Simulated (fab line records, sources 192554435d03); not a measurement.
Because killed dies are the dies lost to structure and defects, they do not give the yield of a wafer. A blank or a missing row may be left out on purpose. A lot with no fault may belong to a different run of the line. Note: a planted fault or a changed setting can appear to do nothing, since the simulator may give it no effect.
fab line records    flow n5_finfet
record: lots: 4  wafers: 12  last_day: 17
route steps=1938 shown BEOL_M13@1673 BEOL_M15@1830
lots that met no fault: from a run of the same line without faults
start_h: the number of hours between the record's first day and the start of the first shown wafer of the lot    wait_h: hours elapsed since this lot's preceding step    " unchanged from the row above    L1.1+2: a row that stands for several wafers    - no value, or no start given    * or withheld: withheld    < > ~ a bound
route shown NAME@n: names a module that has steps shown in the file, with the first one's number in the route    usual: mean and standard deviation over wafers with no fault    same: alike in all rows    chamber/n: place in a boat    sites: each site's reading    _std_site: how widely they spread, as a standard deviation    _edge_site: the outer-site mean with the inner-site mean subtracted    radius_mm: for every site, how far away it sits from the centre of the wafer    mask NAME#n: copy n    behind: the tool/chamber that last shaped the wafer    hold: the reason the lot was held/the length of the hold in hours/how it ended    device: the n, p or np transistor that did not switch    end of line: the same wafers' tests at the end of the route    where a step has no rows: the recipe by itself    killed: not the wafer's yield, but the dies lost to structure and defects at the first sort    map: a wafer's dies, marking killed ones x, the rest . and places with no die _
set.NAME: the setting as run; set.NAME@STEP: as run at that earlier step    model.NAME: the simulator's own value behind a step, which no gauge read
lots at some steps of the route; a table a step, a row a wafer
services: when a tool's chamber went out of use (start_h, in hours from the record's first day, below 0 if earlier), for how many hours, and the reason
== steps ==
step: N5_BEOL_M13_ETCH_59
recipe: chemistry: N2/H2  target: BARC  target_depth_a: 890  overetch_a: 267  time_s: 67.9  ion_energy_ev: 200  pressure_mtorr: 30  source_w: 840  bias_w: 150  n2_flow_sccm: 200  h2_flow_sccm: 200
step: N5_BEOL_M13_VIA_ETCH_16
recipe: chemistry: C4F8/O2/Ar  target: SiOC  pressure_mtorr: 30  source_w: 3000  bias_w: 700  Ar_flow_sccm: 400  C4F8_flow_sccm: 15  O2_flow_sccm: 8  he_inner_torr: 15  he_outer_torr: 30  target_depth_a: 9217  time_s: withheld  ion_energy_ev: 250  ends: cleared
step: N5_BEOL_M13_STRIP_63
recipe: chemistry: N2/H2  power_w: 1000  temp_c: 250  h2_frac: 0.65  overash_fraction: 0.3  pressure_mtorr: 1000  n2_flow_sccm: 1750  h2_flow_sccm: 3250
step: N5_BEOL_M13_STRIP_64
recipe: chemistry: N2/H2  power_w: 1000  temp_c: 250  h2_frac: 0.65  overash_fraction: 0.3  pressure_mtorr: withheld  n2_flow_sccm: 1750  h2_flow_sccm: 3250
step: N5_BEOL_M13_STRIP_71
recipe: chemistry: post_etch_residue_remover  time_s: 60  temp_c: 25  remover_ph: withheld  remover_water_wt_pct: withheld  remover_fluoride_wt_pct: withheld
step: N5_BEOL_M13_SRD_72
recipe: time_s: 30  temp_c: 23  rinse_liquid: diw  dry: n2_spin  spin_rpm: 1500  dry_time_s: 30
step: N5_BEOL_M13_COAT_65
recipe: resist: SOC  temp_c: 250  time_s: 60  spin_rpm: 1500  resist_thk_nm: 350
step: N5_BEOL_M13_COAT_66
recipe: resist: SiARC  temp_c: 220  time_s: 60  spin_rpm: 1500  resist_thk_nm: 110
step: N5_BEOL_M13_COAT_22
recipe: spin_rpm: 2888  resist_thk_nm: 300
step: N5_BEOL_M13_EBR_24
recipe: solvent: PGMEA  ebr_width_mm: 1.5
step: N5_BEOL_M13_SOFTBAKE_23
recipe: temp_c: 130  time_s: 60
step: N5_BEOL_M13_EXPOSE_25
recipe: mask_id: M13  na: 0.93  source_shape: conventional  sigma_outer: 0.4  polarization: unpolarized  target_cd_nm: 210  dose_mj: 22
usual: exposure_dose_mJ_cm2: 21.983/0.024
lot.wafer  tool            chamber  start_h  wait_h  mask   exposure_dose_mJ_cm2
L568.1     krf_scanner-01  0        332.62   -       M13#0  21.982
L568.3     "               0        "        "       M13#0  21.944
L568.4     "               0        "        "       M13#0  21.977
L572.3     krf_scanner-01  0        360.57   -       M13#0  20.529
L572.4     "               0        "        "       M13#0  20.507
L572.5     "               0        "        "       M13#0  20.537
L573.2     krf_scanner-01  0        361.47   -       M13#0  20.815
L573.3     "               0        "        "       M13#0  20.806
L573.6     "               0        "        "       M13#0  20.826
L576.1     krf_scanner-02  0        378.94   -       M13#0  21.986
L576.4     "               0        "        "       M13#0  22.026
L576.6     "               0        "        "       M13#0  21.986
step: N5_BEOL_M13_PEB_26
recipe: peb_temp_c: 130  peb_time_s: 90
step: N5_BEOL_M13_DEVELOP_27
recipe: develop_time_s: 45  rinse_liquid: diw  dry: air_spin  dev_temp_c: 21
step: N5_BEOL_M13_HARDBAKE_32
recipe: temp_c: 130  time_s: 120
step: N5_BEOL_M13_CD_MEAS_28
recipe: target_cd_nm: 209.5  landing_energy_ev: 500  detector: se_inlens
usual: cd_nm: 209.6/1.1
lot.wafer  tool       chamber  start_h  wait_h  cd_nm
L568.1     cd_sem-03  0        332.79   -       209.8
L568.3     "          0        "        "       209.1
L568.4     "          0        "        "       210.0
L572.3     cd_sem-01  0        360.74   -       200.4
L572.4     "          0        "        "       201.0
L572.5     "          0        "        "       203.4
L573.2     cd_sem-03  0        361.63   -       204.0
L573.3     "          0        "        "       204.8
L573.6     "          0        "        "       205.3
L576.1     cd_sem-02  0        379.11   -       207.8
L576.4     "          0        "        "       210.6
L576.6     "          0        "        "       210.2
step: N5_BEOL_M13_DESCUM_33
recipe: chemistry: O2  time_s: 7.9  source_power_w: 50  bias_power_w: 20  pressure_mtorr: 20  rf_frequency_hz: 2.712e+07  temp_c: 40  o2_flow_sccm: 225
usual: chamber_pressure_mTorr: 20.000/0.029  drypump_motor_current_A: 5.8/0.46  oes_product_au: 0.80/0.1  rf_vpp_V: 243.2/1.5  showerhead_plenum_p_Torr: 2.10/0.076  throttle_valve_pct: 20.47/0.26
lot.wafer  tool         chamber  start_h  wait_h  chamber_pressure_mTorr  drypump_motor_current_A  oes_product_au  rf_hours_counter_h  rf_vpp_V  showerhead_plenum_p_Torr  throttle_valve_pct  model.BEOL_M13.cd_nm
L568.1     rie_diel-06  3        332.88   0.0     19.992                  6.1                      0.89            26                  241.6     2.06                      20.40               209.4
L568.3     "            1        "        "       20.107                  5.5                      0.73            174                 240.2     1.90                      20.21               209.2
L568.4     "            0        "        "       19.996                  5.6                      0.71            239                 244.0     2.15                      20.70               209.8
L572.3     rie_diel-01  1        360.82   0.0     20.000                  6.4                      0.72            221                 242.6     2.08                      20.76               200.8
L572.4     "            3        "        "       20.014                  5.9                      0.92            -                   242.8     2.05                      20.08               201.2
L572.5     "            1        "        "       20.033                  6.4                      0.71            -                   241.8     2.08                      20.74               203.6
L573.2     rie_diel-01  1        362.04   0.3     20.016                  6.4                      0.72            222                 243.3     2.08                      20.74               203.6
L573.3     "            2        "        "       20.019                  5.1                      0.73            192                 244.1     2.15                      20.51               204.8
L573.6     "            2        "        "       19.999                  5.1                      0.73            -                   244.2     2.15                      20.51               205.4
L576.1     rie_diel-06  1        379.20   0.0     20.024                  5.5                      0.72            190                 240.7     1.89                      20.23               207.6
L576.4     "            2        "        "       20.023                  4.8                      0.82            75                  244.9     2.19                      20.27               210.6
L576.6     "            3        "        "       20.007                  6.1                      0.87            -                   243.1     2.06                      20.42               210
step: N5_BEOL_M13_ETCH_67
recipe: chemistry: CF4  target: SiARC  target_depth_a: 1430  time_s: 238.3  ion_energy_ev: 80  pressure_mtorr: 40  source_w: 545  bias_w: 36  Ar_flow_sccm: 100  cf4_flow_sccm: 100  ends: cleared
step: N5_BEOL_M13_ETCH_68
recipe: chemistry: N2/H2  target: SOC  mask_material: SiARC  source_w: 3000  bias_w: 350  temp_c: 40  time_s: 355  ion_energy_ev: 200  pressure_mtorr: 30  n2_flow_sccm: 200  h2_flow_sccm: 200
step: N5_BEOL_M13_STRIP_69
recipe: chemistry: N2/H2  temp_c: 40  n2_flow_sccm: 200  h2_flow_sccm: 200  rf_frequency_hz: 6e+07
step: N5_BEOL_M13_TRENCH_ETCH_34
recipe: chemistry: C4F8/O2/Ar  target: SiOC  target_depth_a: 4134.7  mask_material: SOC  pressure_mtorr: 30  source_w: 3000  bias_w: 700  Ar_flow_sccm: 400  C4F8_flow_sccm: 15  O2_flow_sccm: 8  he_inner_torr: 15  he_outer_torr: 30  time_s: 162.6  ion_energy_ev: 250
step: N5_BEOL_M13_STRIP_70
recipe: chemistry: C4F8/O2/Ar  resist: SiARC  rf_frequency_hz: 6e+07
step: N5_BEOL_M13_STRIP_37
recipe: chemistry: N2/H2  power_w: 1000  temp_c: 250  h2_frac: 0.65  overash_fraction: 0.3  pressure_mtorr: withheld  n2_flow_sccm: 1750  h2_flow_sccm: 3250
step: N5_BEOL_M13_ETCH_38
recipe: chemistry: CF4/N2  target: SiCN  target_depth_a: 675  taper_deg: 2  time_s: 71.9  ion_energy_ev: 150  mask_material: SiO2  pressure_mtorr: 40  source_w: 430  bias_w: 70  Ar_flow_sccm: 100  cf4_flow_sccm: 60  n2_flow_sccm: 60
usual: chamber_pressure_mTorr: 40.00/0.04  drypump_motor_current_A: 5.7/0.46  oes_product_au: 0.80/0.1  rf_vpp_V: 382.5/2.5  showerhead_plenum_p_Torr: 2.21/0.09  throttle_valve_pct: 15.45/0.23
lot.wafer  tool         chamber  start_h  wait_h  chamber_pressure_mTorr  drypump_motor_current_A  oes_product_au  rf_hours_counter_h  rf_vpp_V  showerhead_plenum_p_Torr  throttle_valve_pct  model.BEOL_M13.cd_nm
L568.1     rie_diel-06  3        338.00   -       40.01                   6.1                      0.90            27                  380.0     2.15                      15.18               210.8
L568.3     "            1        "        "       40.05                   5.5                      0.73            175                 379.0     2.03                      15.41               208.8
L568.4     "            0        "        "       40.02                   5.6                      0.69            240                 384.1     2.25                      15.77               211
L572.3     rie_diel-04  0        362.53   -       39.96                   5.4                      0.70            236                 384.5     2.26                      15.64               199.8
L572.4     "            2        "        "       39.98                   5.9                      0.77            -                   382.7     2.22                      15.37               200.6
L572.5     "            0        "        "       39.97                   5.4                      0.70            -                   385.9     2.26                      15.64               202.8
L573.2     rie_diel-06  0        367.68   -       40.03                   5.6                      0.68            250                 383.1     2.25                      15.77               202.4
L573.3     "            1        "        "       39.97                   5.5                      0.72            185                 377.8     2.03                      15.42               205.4
L573.6     "            3        "        "       40.00                   6.2                      0.89            -                   380.9     2.15                      15.19               206.4
L576.1     rie_diel-01  2        383.07   -       39.98                   5.1                      0.71            198                 386.0     2.29                      15.68               206
L576.4     "            3        "        "       39.96                   5.9                      0.91            32                  380.8     2.17                      15.06               210.6
L576.6     "            1        "        "       40.04                   6.4                      0.72            -                   380.2     2.18                      15.75               209.2
step: N5_BEOL_M13_PRECLEAN_39
recipe: chemistry: residue_remover  time_s: 60  temp_c: 40
step: N5_BEOL_M13_SRD_40
recipe: time_s: 30  temp_c: 23  rinse_liquid: diw  dry: n2_spin  spin_rpm: 1500  dry_time_s: 30
step: N5_BEOL_M13_DEGAS_41
recipe: ambient: vacuum  temp_c: 250  time_s: 60
step: N5_BEOL_M13_PRE_CLEAN_42
recipe: gas: H2/He  time_s: 30  temp_c: 250
step: N5_BEOL_M13_SPUTTER_43
recipe: material: TaN  target_thk_a: 150  temp_c: 50  bias_v: 168.6  power_w: 15000  chamber_pressure_pa: 0.12  time_s: 24.19
step: N5_BEOL_M13_SPUTTER_44
recipe: material: Ta  target_thk_a: 100  temp_c: 50  bias_v: 80  power_w: 15000  chamber_pressure_pa: 0.07  time_s: 16.13
step: N5_BEOL_M13_SPUTTER_45
recipe: material: Cu  target_thk_a: 800  temp_c: -20  bias_v: 60  power_w: 26000  chamber_pressure_pa: 0.13  time_s: 13.33
step: N5_BEOL_M13_ECD_47
recipe: material: Cu  target_thk_a: 9360
step: N5_BEOL_M13_ANNEAL_48
recipe: temp_c: 225  time_s: 90  ambient: N2
step: N5_BEOL_M13_CMP_49
recipe: stop_on: SiOC  t_overpolish_s: 17.1  down_force_psi: 1  platen_rpm: 50  clearing_platen_down_force_psi: 1.5  clearing_platen_rpm: 50  post_cmp_clean: cu_alkaline  target_thk_nm: 420  clearing_platen_pad_velocity_m_s: 0.99484  pad_velocity_m_s: 0.99484
step: N5_BEOL_M13_PRE_CLEAN_52
recipe: gas: NH3  time_s: 15  temp_c: withheld  rf_power_w: 300
step: N5_BEOL_M13_DEP_53
recipe: material: SiCN  target_thk_a: 500  temp_c: withheld  precursor: 3MS/NH3  pressure_torr: 3  rf_w: 675  time_s: 17.8
step: N5_BEOL_M15_RC_MEAS_101
usual: etest_temp_c: 25.01/0.1  COMB_M10: 1.5e-11/3.9e-12  COMB_M11: 1.4e-11/3.3e-12  COMB_M12: 5.9e-12/1.4e-12  COMB_M12_max_site: 8.7e-12/2.2e-12  COMB_M13: 4.6e-12/1.1e-12  COMB_M14: 3.4e-12/8.9e-13  COMB_M15: 2.1e-12/7.4e-13  COMB_M5: 3.6e-11/6.7e-12  COMB_M5_max_site: 5.2e-11/1.3e-11  COMB_M6: 2.5e-11/5.9e-12  COMB_M7: 2.5e-11/4.5e-12  COMB_M8: 2.5e-11/4.7e-12  COMB_M9: 1.4e-11/3.3e-12  SERP_M10: 3.04/0.084  SERP_M11: 3.07/0.085  SERP_M12: 0.633/0.016  SERP_M13: 0.309/0.0058  SERP_M13_max_site: 0.313/0.006  SERP_M14: 0.159/0.0042  SERP_M5: 39.2/2  SERP_M6: 13.7/0.54  SERP_M7: 13.9/0.51  SERP_M8: 13.5/0.49  SERP_M9: 3.09/0.087
lot.wafer  tool       chamber  start_h  wait_h  etest_temp_c  COMB_M10[S/m]  COMB_M11[S/m]  COMB_M12[S/m]  COMB_M12_max_site[S/m]  COMB_M13[S/m]  COMB_M14[S/m]  COMB_M15[S/m]  COMB_M5[S/m]  COMB_M5_max_site[S/m]  COMB_M6[S/m]  COMB_M7[S/m]  COMB_M8[S/m]  COMB_M9[S/m]  SERP_M10[ohm/um]  SERP_M11[ohm/um]  SERP_M12[ohm/um]  SERP_M13[ohm/um]  SERP_M13_max_site[ohm/um]  SERP_M14[ohm/um]  SERP_M5[ohm/um]  SERP_M6[ohm/um]  SERP_M7[ohm/um]  SERP_M8[ohm/um]  SERP_M9[ohm/um]
L568.1     prober-01  0        363.09   0.0     24.99         1.3e-11        1e-11          6e-12          7e-12                   4.3e-12        4e-12          1.6e-12        4.7e-11       8.4e-11                2.4e-11       1.9e-11       3.2e-11       1.5e-11       2.98              3.09              0.601             0.307             0.310                      0.160             41.1             14.2             13.9             14.0             3.10
L568.3     "          0        "        "       25.01         1.1e-11        1.6e-11        6.2e-12        1.19e-11                4.6e-12        3.2e-12        2.5e-12        3.1e-11       3.8e-11                2.7e-11       1.8e-11       3e-11         1.4e-11       3.09              3.00              0.637             0.310             0.313                      0.167             37.6             14.1             13.6             13.8             3.11
L568.4     "          0        "        "       24.99         1.3e-11        1.7e-11        8.3e-12        1.02e-11                4.1e-12        2.7e-12        2.8e-12        3.5e-11       5.8e-11                3.8e-11       2.3e-11       2.7e-11       1.3e-11       3.00              3.01              0.617             0.303             0.306                      0.159             38.6             13.6             14.0             13.4             3.22
L572.3     prober-01  0        377.35   0.3     25.16         1.1e-11        1.3e-11        6.5e-12        8.2e-12                 4e-12          4.2e-12        1e-12          3.1e-11       4.7e-11                2.4e-11       2.9e-11       2.6e-11       1.6e-11       2.99              3.01              0.631             0.337             0.341                      0.155             40.3             13.2             13.4             12.9             3.24
L572.4     "          0        "        "       25.24         1.5e-11        2.1e-11        5.3e-12        7.7e-12                 4.7e-12        2.9e-12        2e-12          4.9e-11       6.3e-11                2.8e-11       2.4e-11       2.1e-11       1.2e-11       2.96              3.02              0.622             0.324             0.330                      0.153             39.3             14.0             13.9             12.7             2.88
L572.5     "          0        "        "       25.05         9e-12          1.5e-11        5.8e-12        8.3e-12                 3.5e-12        3.4e-12        1.2e-12        2.5e-11       4.6e-11                1.9e-11       2.3e-11       1.9e-11       1e-11         2.94              3.00              0.617             0.328             0.334                      0.157             40.4             13.7             14.1             13.0             3.23
L573.2     prober-02  0        385.39   0.2     25.15         1.6e-11        1.3e-11        6.7e-12        9.2e-12                 3.2e-12        3.9e-12        3.3e-12        2.4e-11       4.1e-11                2.4e-11       2.2e-11       2e-11         1.3e-11       3.12              3.04              0.663             0.330             0.334                      0.153             41.1             13.3             13.7             14.3             3.21
L573.3     "          0        "        "       25.05         1.7e-11        1.8e-11        5.5e-12        1.14e-11                3.7e-12        3.8e-12        2.2e-12        3.1e-11       3.8e-11                2.7e-11       1.6e-11       2.6e-11       2.1e-11       3.05              3.20              0.657             0.321             0.325                      0.155             39.6             13.3             14.3             13.0             3.09
L573.6     "          0        "        "       25.15         1.8e-11        1.5e-11        6.9e-12        1.25e-11                4.2e-12        2.4e-12        4.3e-12        3.9e-11       4.4e-11                3.2e-11       2.2e-11       2.5e-11       1.7e-11       3.12              3.18              0.655             0.315             0.317                      0.156             40.4             13.9             12.9             13.6             3.21
L576.1     prober-02  0        394.80   0.0     24.98         1.8e-11        1.7e-11        9.4e-12        1.43e-11                5.9e-12        3.1e-12        2.3e-12        3.7e-11       4.8e-11                2.2e-11       2.1e-11       3.2e-11       1.6e-11       3.04              3.07              0.634             0.320             0.325                      0.154             42.3             13.3             12.7             14.0             3.07
L576.4     "          0        "        "       24.86         1.6e-11        1.9e-11        6.6e-12        1.03e-11                5.7e-12        3.1e-12        3.4e-12        3e-11         4.7e-11                2.8e-11       2.7e-11       2.8e-11       1.7e-11       2.93              3.12              0.633             0.307             0.310                      0.154             39.1             14.1             13.5             13.8             3.05
L576.6     "          0        "        "       24.93         1.1e-11        1.6e-11        7.5e-12        1.46e-11                3.5e-12        3.8e-12        4.2e-12        2.9e-11       4.4e-11                2e-11         2.7e-11       2.1e-11       1.9e-11       3.03              3.07              0.636             0.305             0.308                      0.162             37.9             14.5             13.6             13.9             3.14
sites SERP_M13 radius_mm=0,75,75,75,75,140,140,140,140
L568.1 0.308 0.306 0.307 0.309 0.310 0.303 0.304 0.304 0.307
L572.3 0.340 0.338 0.337 0.341 0.336 0.335 0.337 0.336 0.338
L573.2 0.328 0.333 0.330 0.331 0.330 0.329 0.329 0.334 0.331
L576.1 0.318 0.320 0.325 0.322 0.320 0.319 0.316 0.324 0.317
== services ==
tool            chamber  start_h  hours  kind
krf_scanner-02  -        311.07   4.0    pm
krf_scanner-01  -        314.06   2.6    repair
rie_diel-01     2        333.70   4.4    repair
krf_scanner-01  -        338.39   4.4    pm
rie_diel-01     3        341.29   5.2    repair
rie_diel-01     0        349.68   -      clean
rie_diel-01     0        349.68   -      consumable_replace:focus_ring
rie_diel-01     0        349.68   -      consumable_replace:showerhead
rie_diel-01     0        349.68   23.9   scheduled_down
rie_diel-01     0        349.68   23.9   vent_cycle
rie_diel-01     1        352.93   1.8    repair
rie_diel-04     1        357.76   5.1    repair
krf_scanner-02  -        359.60   1.0    pm
rie_diel-06     0        368.32   -      clean
rie_diel-06     0        368.32   -      consumable_replace:focus_ring
rie_diel-06     0        368.32   10.8   scheduled_down
rie_diel-06     0        368.32   10.8   vent_cycle
krf_scanner-02  -        368.55   1.3    pm
krf_scanner-02  -        369.85   3.6    pm
krf_scanner-02  -        379.76   4.4    pm
== key ==
first_sign: step: N5_BEOL_M13_EXPOSE_25  reading: exposure_dose_mJ_cm2  direction: down  sigmas: 54  usual: 21.983  struck: 20.670
effect: step: N5_BEOL_M13_CD_MEAS_28  reading: cd_nm  direction: down  sigmas: 5.9  usual: 209.6  struck: 203.1  through: control_loop
effect: step: N5_BEOL_M15_RC_MEAS_101  reading: SERP_M13  direction: up  sigmas: 2.9  usual: 0.309  struck: 0.326
model_effect: step: N5_BEOL_M13_DESCUM_33  value: BEOL_M13.cd_nm  without: 209.7  struck: 203.2
model_effect: step: N5_BEOL_M13_ETCH_38  value: BEOL_M13.cd_nm  without: 209.6  struck: 203.4
met_at N5_BEOL_M13_EXPOSE_25
struck_wafers L572.3,L572.4,L572.5,L573.2,L573.3,L573.6
loop_trim: step: N5_BEOL_M13_EXPOSE_25  setting: dose  lots: L573
onset_between 332.62 360.57
fault: kind: process_parameter_drift  tool: krf_scanner-01  chamber: -  onset_h: 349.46  steps: N5_BEOL_M13_EXPOSE_25  channel: dose_mj  offset: -1.4644  shape: step  acts_in: these_recipes_only  stated: 22
loop_trim: a control loop set the setting to another value than it would have without faults
